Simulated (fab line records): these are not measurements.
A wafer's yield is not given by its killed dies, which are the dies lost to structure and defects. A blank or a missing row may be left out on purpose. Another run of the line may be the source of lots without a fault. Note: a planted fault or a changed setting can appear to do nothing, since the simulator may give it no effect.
Chamber matching -- flow nand harc -- 4 sister chambers for NHARC_A_CONTACT_ALD_18 on ald metal-02
The step deposits TiN, target thk 3 nm, pulse time 1 s, ald cycles 150. 4 wafers are shown with their chamber, then 9 later ones without.

EACH WAFER AND ITS CHAMBER
wafer,chamber,heater power w (W)
L077.6,3,1376
L085.1,0,983
L085.4,2,864
L085.5,1,906

WAFERS WITH NO CHAMBER GIVEN
wafer,heater power w (W)
L090.1,1029
L090.3,1357
L090.4,902
L091.1,923
L091.3,998
L091.5,869
L095.1,994
L095.3,881
L095.4,1424

CHAMBER TAKEN BY EACH
wafer,from the rows above,in truth
L090.1,0,0
L090.3,3,3
L090.4,can't be placed: 1 or 2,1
L091.1,can't be placed: 1 or 2 or 0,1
L091.3,0,0
L091.5,can't be placed: 2 or 1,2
L095.1,0,0
L095.3,can't be placed: 2 or 1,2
L095.4,3,3
5 of 9 placed correctly. From these rows, 4 cannot be placed; in 4 the true chamber is one of the candidates. Placed wrongly: 0.
How it was worked out, from the rows above alone: a wafer's distance from a chamber is the root of the sum, over the readings, of the square of ((its reading less the chamber's mean) divided by the reading's scatter). The wafer belongs to the nearest chamber; if the next one is less than 2 further off, it can't be placed. A chamber's mean is the mean of its shown wafers. The scatter: with one shown wafer a chamber, the root of the mean of the squares of how far each hidden wafer lies from its nearest shown one.
